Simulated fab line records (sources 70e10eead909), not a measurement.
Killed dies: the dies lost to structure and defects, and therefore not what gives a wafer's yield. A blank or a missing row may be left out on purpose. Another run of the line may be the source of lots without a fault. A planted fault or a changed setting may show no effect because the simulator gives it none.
Which tool is to blame?    flow nand_harc    10 lots with 30 wafers sampled at 7 steps, on a route of 1159 steps

## WHAT THE GAUGES READ, wafer by wafer
NHARC_A_BONDPAD_THK_MEAS_30: measures by ellipsometry. Usual: thk_nm reads 200.0 nm (standard deviation 1.5).
lot   measured      on             thk_nm (nm)        flag
L819  day 18 02:16  film_metro-01  198.7 198.5 201.8  
L820  day 18 03:08  film_metro-01  201.0 200.1 200.1  
L822  day 18 05:19  film_metro-02  199.4 199.2 198.7  
L826  day 20 03:51  film_metro-01  198.0 198.5 198.7  
L831  day 20 22:15  film_metro-02  199.6 198.9 200.3  
L833  day 21 07:44  film_metro-01  199.3 201.3 200.5  
L834  day 21 19:01  film_metro-02  200.8 200.9 201.3  
L837  day 22 14:30  film_metro-02  202.3 199.5 198.8  
L841  day 23 11:06  film_metro-01  197.9 198.3 199.6  
L840  day 23 15:36  film_metro-02  200.2 199.3 198.8  

NHARC_A_BONDPAD_THK_MEAS_20: measures by xrf. Usual: thk_nm reads 169.7 nm (standard deviation 1.4).
lot   measured      on             thk_nm (nm)        flag
L819  day 18 05:19  film_metro-01  170.0 168.6 167.1  
L820  day 18 06:08  film_metro-01  404.5 402.2 405.7  OFF
L822  day 18 09:02  film_metro-02  405.3 404.7 402.2  OFF
L826  day 20 06:50  film_metro-01  170.0 171.1 169.7  
L831  day 21 01:42  film_metro-01  172.4 170.8 172.1  
L833  day 21 10:49  film_metro-02  171.1 171.1 171.1  
L834  day 21 22:53  film_metro-02  169.2 168.1 167.9  
L837  day 22 18:12  film_metro-02  169.4 169.0 169.6  
L841  day 23 14:14  film_metro-02  169.4 168.8 169.0  
L840  day 23 18:58  film_metro-01  169.1 170.0 168.7  

NHARC_A_BONDPAD_INSPECT_23. Usual: raw_defect_count reads 431 (standard deviation 120).
lot   measured      on                 raw_defect_count  flag
L819  day 18 05:32  defect_inspect-01  394 405 425       
L820  day 18 06:23  defect_inspect-02  3215 3303 3364    OFF
L822  day 18 09:14  defect_inspect-02  3210 3274 3239    OFF
L826  day 20 07:04  defect_inspect-02  505 432 435       
L831  day 21 01:55  defect_inspect-01  416 325 298       
L833  day 21 11:02  defect_inspect-02  627 626 346       
L834  day 21 23:05  defect_inspect-02  522 438 481       
L837  day 22 18:26  defect_inspect-02  527 324 417       
L841  day 23 14:26  defect_inspect-02  423 445 380       
L840  day 23 19:11  defect_inspect-01  464 328 392       

NHARC_END_SORT_01. Usual: defect_limited_yield 95.1 %, standard deviation 1.6; killed_at_array 29, standard deviation 11; killed_at_other 0.6, standard deviation 0.92; killed_at_periphery 3.2, standard deviation 2; killed_dies 33, standard deviation 11; killed_open 3.2, standard deviation 2; killed_short 1.9, standard deviation 1.5; sort_bin_2_pct 1.6 %, standard deviation 0.67; sort_bin_3_pct 0.26 %, standard deviation 0.22; sort_bin_4_pct 3.1 %, standard deviation 1.1; sort_n_pass 644, standard deviation 11; sort_rim_yield_pct 96.3 %, standard deviation 2.5; sort_yield_pct 95.1 %, standard deviation 1.6.
lot   measured      on         defect_limited_yield (%)  killed_at_array  killed_at_other  killed_at_periphery  killed_dies  killed_open  killed_short  sort_bin_2_pct (%)  sort_bin_3_pct (%)  sort_bin_4_pct (%)  sort_n_pass  sort_rim_yield_pct (%)  sort_yield_pct (%)  flag
L820  day 20 04:15  prober-02  0 0 0                     675 674 677      0 0 0            2 3 0                677 677 677  1 3 4        1 1 3         0.9 0.7 1.2         96.90 96.16 96.90   2.2 3.1 1.9         0 0 0        0 0 0                   0 0 0               OFF
L822  day 19 23:21  prober-01  0 0 0                     674 675 677      2 0 0            1 2 0                677 677 677  4 5 2        1 2 2         1.5 0.7 1.0         96.31 97.05 96.75   2.2 2.2 2.2         0 0 0        0 0 0                   0 0 0               OFF
L834  day 23 05:43  prober-02  94.2 95.3 96.0            36 30 25         2 1 1            1 1 1                39 32 27     2 2 0        3 3 1         1.0 1.8 1.5         0.89 0.15 0         3.8 2.8 2.5         638 645 650  97.2 98.1 99.1          94.2 95.3 96.0      

## WHAT TOOL EACH LOT RAN ON (gives the tool, then ch and the chambers of the sampled wafers, and finally the start)
lot   NHARC_A_BONDPAD_ETCH_34             NHARC_A_BONDPAD_STRIP_15            NHARC_A_BONDPAD_CMP_19
L819  rie_diel-06 ch 0,3, day 18 03:01    rie_diel-06 ch 0,1,2, day 18 03:20  cmp-04 ch 0,1,3, day 18 04:59
L820  rie_diel-02 ch 1,2,3, day 18 03:53  rie_diel-06 ch 1,2, day 18 04:11    cmp-04 ch 0,1,3, day 18 05:52
L822  rie_diel-06 ch 1,2, day 18 06:05    rie_diel-06 ch 0,1, day 18 06:23    cmp-04 ch 2,3, day 18 08:43
L826  rie_diel-06 ch 0,1, day 20 04:35    rie_diel-06 ch 0,2, day 20 04:53    cmp-01 ch 0,1,3, day 20 06:31
L831  rie_diel-11 ch 1,2,3, day 20 23:08  rie_diel-11 ch 0,2,3, day 20 23:27  cmp-04 ch 0,2, day 21 01:23
L833  rie_diel-06 ch 0,2, day 21 08:30    rie_diel-02 ch 0,2,3, day 21 08:51  cmp-04 ch 0,2, day 21 10:29
L834  rie_diel-11 ch 0,1,3, day 21 19:46  rie_diel-06 ch 0,1,2, day 21 20:05  cmp-04 ch 1,2,3, day 21 22:34
L837  rie_diel-06 ch 0,3, day 22 15:22    rie_diel-06 ch 0,2,3, day 22 15:43  cmp-01 ch 2,3, day 22 17:53
L841  rie_diel-02 ch 1,2, day 23 11:58    rie_diel-02 ch 0,1,3, day 23 12:17  cmp-04 ch 0,2, day 23 13:55
L840  rie_diel-02 ch 0,2,3, day 23 16:22  rie_diel-02 ch 0,2,3, day 23 16:49  cmp-01 ch 0,1,2, day 23 18:39
- NHARC_A_BONDPAD_ETCH_34: etches the open film in N2/H2, target depth 60 nm, overetch 18 nm, time 65.91 s.
- NHARC_A_BONDPAD_STRIP_15: strips in O2.
- NHARC_A_BONDPAD_CMP_19: polishes, t overpolish 30 s, cu recess touch 16 s, target thk 169.8 nm.

## AS READ BY THE TOOLS THEMSELVES (means over the sampled wafers that have a number; for cases with no such wafer, the mark the record gives instead)
NHARC_A_BONDPAD_ETCH_34. Usual: drypump_motor_current_A 5.9 A, standard deviation 0.49; oes_product_au 0.997 a.u., standard deviation 0.0082; rf_vpp_V 432.2 V, standard deviation 2.5; showerhead_plenum_p_Torr 2.10 Torr, standard deviation 0.083; throttle_valve_pct 14.171 %, standard deviation 0.0092.
lot   tool         drypump_motor_current_A (A)  oes_product_au (a.u.)  rf_vpp_V (V)  showerhead_plenum_p_Torr (Torr)  throttle_valve_pct (%)  flag
L819  rie_diel-06  5.8                          1.006                  433.7         2.14                             14.173                  
L820  rie_diel-02  5.4                          1.001                  430.9         2.04                             14.180                  
L822  rie_diel-06  6.2                          0.990                  432.0         2.09                             14.178                  
L826  rie_diel-06  6.3                          1.001                  433.1         2.16                             14.175                  
L831  rie_diel-11  5.8                          0.999                  430.9         2.06                             14.181                  
L833  rie_diel-06  5.9                          0.993                  432.8         2.12                             14.173                  
L834  rie_diel-11  5.8                          1.002                  432.1         2.09                             14.168                  
L837  rie_diel-06  5.8                          1.008                  434.2         2.15                             14.170                  
L841  rie_diel-02  5.3                          0.991                  428.5         1.95                             14.167                  
L840  rie_diel-02  5.9                          0.995                  431.0         2.05                             14.171                  

NHARC_A_BONDPAD_STRIP_15. Usual: drypump_motor_current_A 5.9 A, standard deviation 0.45; oes_product_au 0.999 a.u., standard deviation 0.0076; rf_vpp_V 58.1 V, standard deviation 0.96; showerhead_plenum_p_Torr 3.64 Torr, standard deviation 0.11; throttle_valve_pct 17.037 %, standard deviation 0.0088.
lot   tool         drypump_motor_current_A (A)  oes_product_au (a.u.)  rf_vpp_V (V)  showerhead_plenum_p_Torr (Torr)  throttle_valve_pct (%)  flag
L819  rie_diel-06  6.1                          0.986                  58.0          3.66                             17.045                  
L820  rie_diel-06  6.2                          0.988                  57.5          3.61                             17.038                  
L822  rie_diel-06  6.1                          0.999                  58.8          3.71                             17.034                  
L826  rie_diel-06  5.9                          0.997                  57.3          3.66                             17.033                  
L831  rie_diel-11  5.3                          1.010                  58.8          3.71                             17.035                  
L833  rie_diel-02  5.9                          0.998                  57.9          3.55                             17.036                  
L834  rie_diel-06  6.1                          1.002                  58.9          3.66                             17.032                  
L837  rie_diel-06  5.9                          0.997                  57.7          3.65                             17.033                  
L841  rie_diel-02  5.7                          0.991                  58.2          3.64                             17.032                  
L840  rie_diel-02  5.9                          0.998                  58.6          3.55                             17.031                  

NHARC_A_BONDPAD_CMP_19. Usual: edge_zone_pressure_frac 1.000, standard deviation 0.0051; motor_current_A 12.1 A, standard deviation 1.3; overpolish_run_s 30.001 s, standard deviation 0.0085; slurry_flow_ml_min 150.0, standard deviation 0.47.
lot   tool    edge_zone_pressure_frac  motor_current_A (A)  overpolish_run_s (s)  slurry_flow_ml_min  flag
L819  cmp-04  0.992                    11.8                 30.005                149.9               
L820  cmp-04  -                        -                    -                     -                   OFF
L822  cmp-04  -                        -                    -                     -                   OFF
L826  cmp-01  1.007                    11.9                 29.998                150.3               
L831  cmp-04  1.002                    13.1                 30.005                149.6               
L833  cmp-04  1.003                    13.9                 30.002                149.9               
L834  cmp-04  1.002                    12.0                 30.009                149.9               
L837  cmp-01  0.995                    11.8                 30.006                150.1               
L841  cmp-04  0.993                    13.6                 29.994                150.4               
L840  cmp-01  1.000                    11.3                 30.009                150.0               

## THE ANSWER, worked out from the rows above alone
Rule: a lot counts as off when the mean over its wafers that have a number is more than 3 standard deviations away from the usual mean. A lot without any number at a reading at which 4 lots or more have one is off too. Where the step has rows for the other lots, those lots are counted as sound. After the gauges, taken in route order, come the tools' own readings; for these a lot's mean is taken, as printed above. At the first step where some lot is off, the reading lying furthest off is the one used; lots without a number count as furthest.
Off, at NHARC_A_BONDPAD_THK_MEAS_20 on thk_nm: L820, L822.
A tool fits if, at a process step before that reading, it ran every lot that is off, and no sound lot after the first of them. The gauges at NHARC_A_BONDPAD_THK_MEAS_20 aren't tried: what is off there is off at NHARC_A_BONDPAD_INSPECT_23 too, on other tools, and a gauge's error can't cause that. None of those tried fits.

## WHAT THE SIMULATOR HAD PUT IN
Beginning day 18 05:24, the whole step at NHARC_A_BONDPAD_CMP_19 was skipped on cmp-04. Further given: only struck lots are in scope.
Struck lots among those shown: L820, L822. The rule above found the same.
